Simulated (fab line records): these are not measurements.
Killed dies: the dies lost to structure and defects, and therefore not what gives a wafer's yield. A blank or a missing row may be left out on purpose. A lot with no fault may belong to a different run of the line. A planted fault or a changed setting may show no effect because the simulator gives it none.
Which tool was responsible? + flow nandHarc + Sampling: 24 lots, 72 wafers, 6 of 1159 route steps

== WHAT THE GAUGES SHOWED, per wafer ==
Not one reading of a measure or inspect step in the record can be checked against a usual standard deviation.

== EACH LOT AND THE TOOL THAT RAN IT (in order: tool; ch and the chambers of the sampled wafers; start) ==
| lot  | NHARC_A_CONTACT_STRIP_26                     | NHARC_A_BLC_PVD_32                     | NHARC_A_BLC_CMP_25            | NHARC_A_M0_DEGAS_28         | NHARC_A_M0_CMP_23             | NHARC_A_M1_DESCUM_14              |
|------|----------------------------------------------|----------------------------------------|-------------------------------|-----------------------------|-------------------------------|-----------------------------------|
| L076 | rieDiel-05 ch 0,1,2, day 17 19:07 or earlier | pvdSputter-01, day 17 19:07 or earlier | cmp-03 ch 0,2, day 17 19:07   | pvdSputter-03, day 17 21:34 | cmp-04 ch 2,3, day 17 22:44   | rieDiel-08 ch 2,3, day 18 02:22   |
| L074 | rieDiel-02 ch 0,1,3, day 17 22:43 or earlier | pvdSputter-03, day 17 22:43 or earlier | cmp-01 ch 0,1,2, day 17 22:43 | pvdSputter-02, day 18 01:14 | cmp-01 ch 0,2,3, day 18 02:20 | rieDiel-01 ch 0,2,3, day 18 04:35 |
| L075 | rieDiel-05 ch 0,1,3, day 17 22:55 or earlier | pvdSputter-03, day 17 22:55 or earlier | cmp-02 ch 0,2, day 17 22:55   | pvdSputter-02, day 18 02:02 | cmp-02 ch 1,3, day 18 03:08   | rieDiel-12 ch 1,2,3, day 18 05:37 |
| L077 | rieDiel-13 ch 1,2,3, day 18 03:25 or earlier | pvdSputter-01, day 18 03:25 or earlier | cmp-02 ch 0,2,3, day 18 03:25 | pvdSputter-03, day 18 05:59 | cmp-01 ch 0,2,3, day 18 07:05 | rieDiel-12 ch 0,2,3, day 18 09:09 |
| L078 | rieDiel-05 ch 0,2,3, day 18 03:40 or earlier | pvdSputter-01, day 18 03:40 or earlier | cmp-01 ch 0,3, day 18 03:40   | pvdSputter-02, day 18 06:11 | cmp-01 ch 1,2, day 18 07:20   | rieDiel-01 ch 0,1,2, day 18 09:43 |
| L080 | rieDiel-02 ch 0,2,3, day 18 17:08 or earlier | pvdSputter-03, day 18 17:08 or earlier | cmp-01 ch 0,2,3, day 18 17:08 | pvdSputter-01, day 18 19:34 | cmp-02 ch 0,1,3, day 18 20:40 | rieDiel-01 ch 1,2, day 18 22:47   |
| L079 | rieDiel-13 ch 1,3, day 18 20:32 or earlier   | pvdSputter-02, day 18 20:32 or earlier | cmp-03 ch 2,3, day 18 20:32   | pvdSputter-03, day 18 23:03 | cmp-01 ch 0,2,3, day 19 00:14 | rieDiel-01 ch 1,3, day 19 02:05   |
| L081 | rieDiel-13 ch 0,1,3, day 18 21:01 or earlier | pvdSputter-03, day 18 21:01 or earlier | cmp-02 ch 0,1,2, day 18 21:01 | pvdSputter-02, day 18 23:34 | cmp-02 ch 1,2,3, day 19 00:38 | rieDiel-01 ch 0,1,3, day 19 02:43 |
| L082 | rieDiel-02 ch 0,1,2, day 19 16:53 or earlier | pvdSputter-02, day 19 16:53 or earlier | cmp-03 ch 0,1,2, day 19 16:53 | pvdSputter-03, day 19 19:10 | cmp-02 ch 0,1,3, day 19 20:15 | rieDiel-01 ch 0,1,3, day 19 22:18 |
| L083 | rieDiel-02 ch 1,2,3, day 19 17:31 or earlier | pvdSputter-03, day 19 17:31 or earlier | cmp-01 ch 0,1,2, day 19 17:31 | pvdSputter-02, day 19 19:57 | cmp-01 ch 0,2, day 19 21:03   | rieDiel-12 ch 1,2,3, day 19 23:07 |
| L084 | rieDiel-13 ch 1,3, day 19 19:22 or earlier   | pvdSputter-02, day 19 19:22 or earlier | cmp-01 ch 0,2, day 19 19:22   | pvdSputter-02, day 19 21:48 | cmp-04 ch 1,2, day 19 22:59   | rieDiel-08 ch 0,2,3, day 20 01:04 |
| L087 | rieDiel-05 ch 1,2,3, day 20 06:29 or earlier | pvdSputter-01, day 20 06:29 or earlier | cmp-01 ch 0,2,3, day 20 06:29 | pvdSputter-01, day 20 08:58 | cmp-02 ch 0,1,2, day 20 10:07 | rieDiel-01 ch 2,3, day 20 12:05   |
| L088 | rieDiel-05 ch 0,2,3, day 20 19:16 or earlier | pvdSputter-02, day 20 19:16 or earlier | cmp-02 ch 0,1,2, day 20 19:16 | pvdSputter-01, day 20 21:42 | cmp-04 ch 0,1,2, day 20 22:53 | rieDiel-12 ch 1,2,3, day 21 01:05 |
| L086 | rieDiel-05 ch 0,1,3, day 20 21:56 or earlier | pvdSputter-01, day 20 21:56 or earlier | cmp-01 ch 0,1, day 20 21:56   | pvdSputter-02, day 21 00:21 | cmp-04 ch 1,2,3, day 21 01:28 | rieDiel-01 ch 0,2,3, day 21 03:22 |
| L089 | rieDiel-13 ch 1,2,3, day 20 23:23 or earlier | pvdSputter-02, day 20 23:23 or earlier | cmp-01 ch 0,1,3, day 20 23:23 | pvdSputter-01, day 21 01:39 | cmp-01 ch 1,2,3, day 21 02:48 | rieDiel-12 ch 1,2,3, day 21 05:07 |
| L085 | rieDiel-05 ch 1,2,3, day 20 23:49 or earlier | pvdSputter-03, day 20 23:49 or earlier | cmp-02 ch 0,2, day 20 23:49   | pvdSputter-02, day 21 02:05 | cmp-02 ch 1,3, day 21 03:11   | rieDiel-01 ch 1,2,3, day 21 06:09 |
| L092 | rieDiel-05 ch 1,3, day 21 13:34 or earlier   | pvdSputter-03, day 21 13:34 or earlier | cmp-02 ch 0,1,3, day 21 13:34 | pvdSputter-02, day 21 16:04 | cmp-02 ch 1,2,3, day 21 17:10 | rieDiel-12 ch 0,3, day 21 19:07   |
| L091 | rieDiel-02 ch 0,2,3, day 21 22:05 or earlier | pvdSputter-03, day 21 22:05 or earlier | cmp-03 ch 0,3, day 21 22:05   | pvdSputter-02, day 22 00:27 | cmp-04 ch 0,1,3, day 22 01:41 | rieDiel-08 ch 0,2,3, day 22 03:45 |
| L090 | rieDiel-02 ch 2,3, day 22 06:07 or earlier   | pvdSputter-03, day 22 06:07 or earlier | cmp-02 ch 0,1,3, day 22 06:07 | pvdSputter-01, day 22 08:29 | cmp-04 ch 0,2,3, day 22 09:37 | rieDiel-08 ch 1,2, day 22 11:40   |
| L093 | rieDiel-05 ch 0,2,3, day 22 07:02 or earlier | pvdSputter-01, day 22 07:02 or earlier | cmp-02 ch 0,3, day 22 07:02   | pvdSputter-01, day 22 09:20 | cmp-01 ch 0,1, day 22 10:28   | rieDiel-08 ch 0,2,3, day 22 12:32 |
| L097 | rieDiel-13 ch 1,2, day 22 19:01 or earlier   | pvdSputter-02, day 22 19:01 or earlier | cmp-01 ch 1,3, day 22 19:01   | pvdSputter-03, day 22 21:28 | cmp-04 ch 0,2, day 22 22:32   | rieDiel-08 ch 0,1,3, day 23 00:37 |
| L095 | rieDiel-02 ch 2,3, day 22 19:26 or earlier   | pvdSputter-01, day 22 19:26 or earlier | cmp-03 ch 0,1, day 22 19:26   | pvdSputter-02, day 22 21:55 | cmp-04 ch 0,2,3, day 22 23:07 | rieDiel-12 ch 0,1, day 23 01:02   |
| L096 | rieDiel-13 ch 0,3, day 23 07:23 or earlier   | pvdSputter-03, day 23 07:23 or earlier | cmp-01 ch 1,2,3, day 23 07:23 | pvdSputter-03, day 23 09:48 | cmp-02 ch 0,1,3, day 23 11:21 | rieDiel-01 ch 0,1,2, day 23 13:24 |
| L094 | rieDiel-02 ch 0,2,3, day 23 11:25 or earlier | pvdSputter-01, day 23 11:25 or earlier | cmp-03 ch 0,3, day 23 11:25   | pvdSputter-03, day 23 13:43 | cmp-04 ch 0,2,3, day 23 14:50 | rieDiel-01 ch 2,3, day 23 16:41   |
- NHARC_A_CONTACT_STRIP_26: strips in O2.
- NHARC_A_BLC_PVD_32: deposits Ti, target thk 5 nm, time 17.7 s.
- NHARC_A_BLC_CMP_25: polishes, t overpolish 30 s, target thk 150 nm.
- NHARC_A_M0_DEGAS_28: time 60 s.
- NHARC_A_M0_CMP_23: polishes, t overpolish 20 s, target thk 113.75 nm.
- NHARC_A_M1_DESCUM_14: chemistry O2, time 3 s.

== AS READ BY THE TOOLS THEMSELVES (means over the sampled wafers that have a number; for cases with no such wafer, the mark the record gives instead) ==
NHARC_A_CONTACT_STRIP_26. Usual: drypumpMotorCurrentA 5.8 A, standard deviation 0.43; oesProductAu 1.002 a.u., standard deviation 0.012; rfVppV 57.7 V, standard deviation 1; showerheadPlenumPTorr 3.46 Torr, standard deviation 0.14; throttleValvePct 17.036 %, standard deviation 0.0089.
| lot  | tool       | drypumpMotorCurrentA (A) | oesProductAu (a.u.) | rfVppV (V) | showerheadPlenumPTorr (Torr) | throttleValvePct (%) | flag |
|------|------------|--------------------------|---------------------|------------|------------------------------|----------------------|------|
| L076 | rieDiel-05 | 5.9                      | 0.999               | 57.5       | 3.33                         | 17.044               |      |
| L074 | rieDiel-02 | 6.1                      | 1.009               | 57.9       | 3.47                         | 17.033               |      |
| L075 | rieDiel-05 | 5.6                      | 0.992               | 57.0       | 3.43                         | 17.030               |      |
| L077 | rieDiel-13 | 5.7                      | 1.006               | 57.6       | 3.49                         | 17.024               |      |
| L078 | rieDiel-05 | 6.1                      | 0.997               | 57.9       | 3.44                         | 17.036               |      |
| L080 | rieDiel-02 | 5.9                      | 1.005               | 58.0       | 3.51                         | 17.038               |      |
| L079 | rieDiel-13 | 5.7                      | 1.006               | 57.9       | 3.54                         | 17.034               |      |
| L081 | rieDiel-13 | 5.5                      | 1.009               | 57.1       | 3.47                         | 17.034               |      |
| L082 | rieDiel-02 | 5.9                      | 1.000               | 58.1       | 3.48                         | 17.036               |      |
| L083 | rieDiel-02 | 5.8                      | 1.010               | 58.3       | 3.58                         | 17.045               |      |
| L084 | rieDiel-13 | 5.7                      | 1.001               | 58.7       | 3.54                         | 17.034               |      |
| L087 | rieDiel-05 | 5.8                      | 0.994               | 57.8       | 3.44                         | 17.033               |      |
| L088 | rieDiel-05 | 6.1                      | 0.998               | 57.7       | 3.43                         | 17.033               |      |
| L086 | rieDiel-05 | 5.6                      | 0.995               | 56.9       | 3.42                         | 17.045               |      |
| L089 | rieDiel-13 | 5.7                      | 0.998               | 57.3       | 3.47                         | 17.049               |      |
| L085 | rieDiel-05 | 5.8                      | 0.990               | 58.3       | 3.44                         | 17.037               |      |
| L092 | rieDiel-05 | 5.4                      | 0.990               | 56.7       | 3.42                         | 17.028               |      |
| L091 | rieDiel-02 | 5.9                      | 1.021               | 57.9       | 3.50                         | 17.038               |      |
| L090 | rieDiel-02 | 5.6                      | 1.016               | 57.7       | 3.62                         | 17.034               |      |
| L093 | rieDiel-05 | 6.0                      | 0.995               | 58.1       | 3.43                         | 17.027               |      |
| L097 | rieDiel-13 | 5.7                      | 1.004               | 56.9       | 3.40                         | 17.037               |      |
| L095 | rieDiel-02 | 5.6                      | 1.014               | 58.0       | 3.61                         | 17.032               |      |
| L096 | rieDiel-13 | 5.3                      | 0.998               | 57.5       | 3.40                         | 17.039               |      |
| L094 | rieDiel-02 | 5.9                      | 1.017               | 57.6       | 3.67                         | 17.043               |      |

NHARC_A_BLC_PVD_32. Usual: throttleValvePct at 29.9 %, with a standard deviation of 0.91.
| lot  | tool          | throttleValvePct (%) | flag |
|------|---------------|----------------------|------|
| L076 | pvdSputter-01 | 29.6                 |      |
| L074 | pvdSputter-03 | 29.9                 |      |
| L075 | pvdSputter-03 | 28.8                 |      |
| L077 | pvdSputter-01 | 30.4                 |      |
| L078 | pvdSputter-01 | 30.5                 |      |
| L080 | pvdSputter-03 | 30.0                 |      |
| L079 | pvdSputter-02 | 29.8                 |      |
| L081 | pvdSputter-03 | 29.9                 |      |
| L082 | pvdSputter-02 | 30.1                 |      |
| L083 | pvdSputter-03 | 29.9                 |      |
| L084 | pvdSputter-02 | 30.2                 |      |
| L087 | pvdSputter-01 | 29.6                 |      |
| L088 | pvdSputter-02 | 30.2                 |      |
| L086 | pvdSputter-01 | 30.2                 |      |
| L089 | pvdSputter-02 | 30.1                 |      |
| L085 | pvdSputter-03 | 30.1                 |      |
| L092 | pvdSputter-03 | 29.8                 |      |
| L091 | pvdSputter-03 | 29.9                 |      |
| L090 | pvdSputter-03 | 29.8                 |      |
| L093 | pvdSputter-01 | 30.6                 |      |
| L097 | pvdSputter-02 | 29.8                 |      |
| L095 | pvdSputter-01 | 31.2                 |      |
| L096 | pvdSputter-03 | 30.0                 |      |
| L094 | pvdSputter-01 | 30.7                 |      |

NHARC_A_BLC_CMP_25. Usual: motorCurrentA 11.7 A, standard deviation 0.95; overpolishRunS 30.001 s, standard deviation 0.0092; padLifeWafers 333, standard deviation 160; retainingRingPressureFrac 1.000, standard deviation 0.0053; timeToEndpointS 29.1 s, standard deviation 2.1.
| lot  | tool   | motorCurrentA (A) | overpolishRunS (s) | padLifeWafers | retainingRingPressureFrac | timeToEndpointS (s) | flag |
|------|--------|-------------------|--------------------|---------------|---------------------------|---------------------|------|
| L076 | cmp-03 | 11.4              | 29.997             | 283           | 1.004                     | 28.6                |      |
| L074 | cmp-01 | 12.3              | 29.989             | 145           | 0.999                     | 28.7                |      |
| L075 | cmp-02 | 12.2              | 30.003             | 464           | 0.999                     | 27.9                |      |
| L077 | cmp-02 | 11.7              | 29.999             | 500           | 1.003                     | 27.3                |      |
| L078 | cmp-01 | 12.1              | 29.997             | 182           | 0.993                     | 27.6                |      |
| L080 | cmp-01 | 11.5              | 30.009             | 284           | 0.998                     | 27.0                |      |
| L079 | cmp-03 | 12.8              | 30.008             | 456           | 1.008                     | 29.0                |      |
| L081 | cmp-02 | 11.7              | 30.007             | 14            | 1.003                     | 29.1                |      |
| L082 | cmp-03 | 11.8              | 29.996             | 571           | 1.003                     | 30.0                |      |
| L083 | cmp-01 | 11.6              | 29.997             | 433           | 1.003                     | 30.2                |      |
| L084 | cmp-01 | 11.4              | 30.003             | 445           | 1.002                     | 30.7                |      |
| L087 | cmp-01 | 11.8              | 30.009             | 506           | 1.002                     | 26.8                |      |
| L088 | cmp-02 | 11.8              | 29.989             | 308           | 0.995                     | 26.9                |      |
| L086 | cmp-01 | 12.5              | 30.009             | 2             | 0.997                     | 32.6                |      |
| L089 | cmp-01 | 11.6              | 30.005             | 8             | 1.004                     | 30.9                |      |
| L085 | cmp-02 | 12.1              | 30.000             | 332           | 1.007                     | 27.8                |      |
| L092 | cmp-02 | 11.9              | 30.002             | 404           | 1.003                     | 28.4                |      |
| L091 | cmp-03 | 11.6              | 30.012             | 260           | 1.001                     | 31.3                |      |
| L090 | cmp-02 | 11.8              | 30.003             | 506           | 1.000                     | 30.3                |      |
| L093 | cmp-02 | 11.8              | 30.002             | 510           | 1.001                     | 27.1                |      |
| L097 | cmp-01 | 12.0              | 29.998             | 235           | 1.000                     | 29.5                |      |
| L095 | cmp-03 | 10.6              | 29.997             | 378           | 1.000                     | 29.4                |      |
| L096 | cmp-01 | 11.9              | 30.000             | 332           | 0.999                     | 29.1                |      |
| L094 | cmp-03 | 11.4              | 29.996             | 438           | 0.999                     | 29.4                |      |

NHARC_A_M0_DEGAS_28. Usual: heaterPowerW at 310 W, with a standard deviation of 28.
| lot  | tool          | heaterPowerW (W) | flag |
|------|---------------|------------------|------|
| L076 | pvdSputter-03 | 305              |      |
| L074 | pvdSputter-02 | 288              |      |
| L075 | pvdSputter-02 | 297              |      |
| L077 | pvdSputter-03 | 305              |      |
| L078 | pvdSputter-02 | 317              |      |
| L080 | pvdSputter-01 | 320              |      |
| L079 | pvdSputter-03 | 299              |      |
| L081 | pvdSputter-02 | 313              |      |
| L082 | pvdSputter-03 | 292              |      |
| L083 | pvdSputter-02 | 324              |      |
| L084 | pvdSputter-02 | 297              |      |
| L087 | pvdSputter-01 | 318              |      |
| L088 | pvdSputter-01 | 321              |      |
| L086 | pvdSputter-02 | 303              |      |
| L089 | pvdSputter-01 | 343              |      |
| L085 | pvdSputter-02 | 287              |      |
| L092 | pvdSputter-02 | 284              |      |
| L091 | pvdSputter-02 | 315              |      |
| L090 | pvdSputter-01 | 348              |      |
| L093 | pvdSputter-01 | 340              |      |
| L097 | pvdSputter-03 | 306              |      |
| L095 | pvdSputter-02 | 311              |      |
| L096 | pvdSputter-03 | 299              |      |
| L094 | pvdSputter-03 | 297              |      |

NHARC_A_M0_CMP_23. Usual: motorCurrentA 11.7 A, standard deviation 0.9; padLifeWafers 218, standard deviation 150; retainingRingPressureFrac 1.000, standard deviation 0.0049; timeToEndpointS 28.7 s, standard deviation 2.3.
| lot  | tool   | motorCurrentA (A) | padLifeWafers | retainingRingPressureFrac | timeToEndpointS (s) | flag |
|------|--------|-------------------|---------------|---------------------------|---------------------|------|
| L076 | cmp-04 | 11.8              | 20            | 0.998                     | 28.6                |      |
| L074 | cmp-01 | 11.8              | 169           | 0.997                     | 28.0                |      |
| L075 | cmp-02 | 11.4              | 493           | 1.001                     | 29.1                |      |
| L077 | cmp-01 | 11.8              | 211           | 1.001                     | 25.5                |      |
| L078 | cmp-01 | 11.7              | 216           | 0.996                     | 28.5                |      |
| L080 | cmp-02 | 11.7              | 8             | 0.999                     | 28.9                |      |
| L079 | cmp-01 | 11.5              | 326           | 0.996                     | 29.5                |      |
| L081 | cmp-02 | 10.9              | 43            | 0.999                     | 28.4                |      |
| L082 | cmp-02 | 11.6              | 163           | 0.998                     | 28.6                |      |
| L083 | cmp-01 | 11.7              | 451           | 1.004                     | 26.0                |      |
| L084 | cmp-04 | 11.6              | 296           | 1.002                     | 29.2                |      |
| L087 | cmp-02 | 12.0              | 248           | 1.000                     | 27.8                |      |
| L088 | cmp-04 | 12.0              | 422           | 1.001                     | 29.8                |      |
| L086 | cmp-04 | 11.4              | 434           | 1.004                     | 27.2                |      |
| L089 | cmp-01 | 11.9              | 21            | 1.001                     | 27.8                |      |
| L085 | cmp-02 | 11.4              | 349           | 0.999                     | 27.7                |      |
| L092 | cmp-02 | 11.2              | 428           | 0.999                     | 27.4                |      |
| L091 | cmp-04 | 11.3              | 38            | 0.999                     | 30.8                |      |
| L090 | cmp-04 | 11.9              | 74            | 1.000                     | 28.3                |      |
| L093 | cmp-01 | 12.6              | 188           | 1.001                     | 30.1                |      |
| L097 | cmp-04 | 12.6              | 151           | 0.998                     | 31.0                |      |
| L095 | cmp-04 | 11.9              | 157           | 0.997                     | 31.3                |      |
| L096 | cmp-02 | 11.7              | 92            | 1.003                     | 29.2                |      |
| L094 | cmp-04 | 12.0              | 242           | 0.997                     | 33.8                |      |

NHARC_A_M1_DESCUM_14. Usual: drypumpMotorCurrentA 5.7 A, standard deviation 0.39; oesProductAu 1.000 a.u., standard deviation 0.011; rfVppV 57.8 V, standard deviation 0.89; showerheadPlenumPTorr 1.92 Torr, standard deviation 0.092; throttleValvePct 11.310 %, standard deviation 0.0087.
| lot  | tool       | drypumpMotorCurrentA (A) | oesProductAu (a.u.) | rfVppV (V) | showerheadPlenumPTorr (Torr) | throttleValvePct (%) | flag |
|------|------------|--------------------------|---------------------|------------|------------------------------|----------------------|------|
| L076 | rieDiel-08 | 5.7                      | 1.010               | 58.4       | 1.95                         | 11.314               |      |
| L074 | rieDiel-01 | 5.5                      | 0.998               | 57.7       | 1.91                         | 11.307               |      |
| L075 | rieDiel-12 | 5.6                      | 0.992               | 58.1       | 2.02                         | 11.308               |      |
| L077 | rieDiel-12 | 5.7                      | 1.001               | 58.1       | 1.95                         | 11.310               |      |
| L078 | rieDiel-01 | 5.4                      | 0.996               | 57.3       | 1.93                         | 11.307               |      |
| L080 | rieDiel-01 | 5.3                      | 1.001               | 58.5       | 1.90                         | 11.311               |      |
| L079 | rieDiel-01 | 6.1                      | 0.989               | 58.1       | 1.82                         | 11.312               |      |
| L081 | rieDiel-01 | 5.8                      | 1.001               | 58.2       | 1.88                         | 11.297               |      |
| L082 | rieDiel-01 | 5.8                      | 1.010               | 58.0       | 1.88                         | 11.306               |      |
| L083 | rieDiel-12 | 5.6                      | 0.991               | 58.7       | 2.02                         | 11.303               |      |
| L084 | rieDiel-08 | 5.9                      | 0.995               | 57.1       | 1.92                         | 11.311               |      |
| L087 | rieDiel-01 | 5.4                      | 1.001               | 57.9       | 1.89                         | 11.314               |      |
| L088 | rieDiel-12 | 5.6                      | 1.003               | 57.4       | 2.02                         | 11.315               |      |
| L086 | rieDiel-01 | 5.4                      | 0.999               | 58.5       | 1.91                         | 11.307               |      |
| L089 | rieDiel-12 | 5.5                      | 0.985               | 57.7       | 2.02                         | 11.315               |      |
| L085 | rieDiel-01 | 5.7                      | 0.991               | 58.1       | 1.86                         | 11.305               |      |
| L092 | rieDiel-12 | 5.9                      | 1.002               | 56.9       | 1.98                         | 11.317               |      |
| L091 | rieDiel-08 | 5.9                      | 1.004               | 57.6       | 1.92                         | 11.307               |      |
| L090 | rieDiel-08 | 5.8                      | 1.007               | 56.9       | 1.84                         | 11.312               |      |
| L093 | rieDiel-08 | 5.9                      | 0.990               | 57.4       | 1.92                         | 11.312               |      |
| L097 | rieDiel-08 | 5.7                      | 1.003               | 57.5       | 1.95                         | 11.307               |      |
| L095 | rieDiel-12 | 5.5                      | 1.016               | 56.8       | 1.92                         | 11.307               |      |
| L096 | rieDiel-01 | 5.5                      | 0.996               | 57.4       | 1.92                         | 11.309               |      |
| L094 | rieDiel-01 | 5.7                      | 0.993               | 57.4       | 1.84                         | 11.305               |      |

== THE ANSWER, worked out from the rows above alone ==
Rule: lot off if the mean of its wafers having a number is beyond 3 standard deviations from the usual mean. Also off: a lot with no number at a reading for which 4 or more lots have one. The other lots that the step has rows for count as sound. After the gauges, taken in route order, come the tools' own readings; for these a lot's mean is taken, as printed above. At the first step where some lot is off, the reading lying furthest off is the one used; lots without a number count as furthest.
Nothing can be told from this: no lot is off at any reading shown.

== WHAT THE SIMULATOR PUT IN ==
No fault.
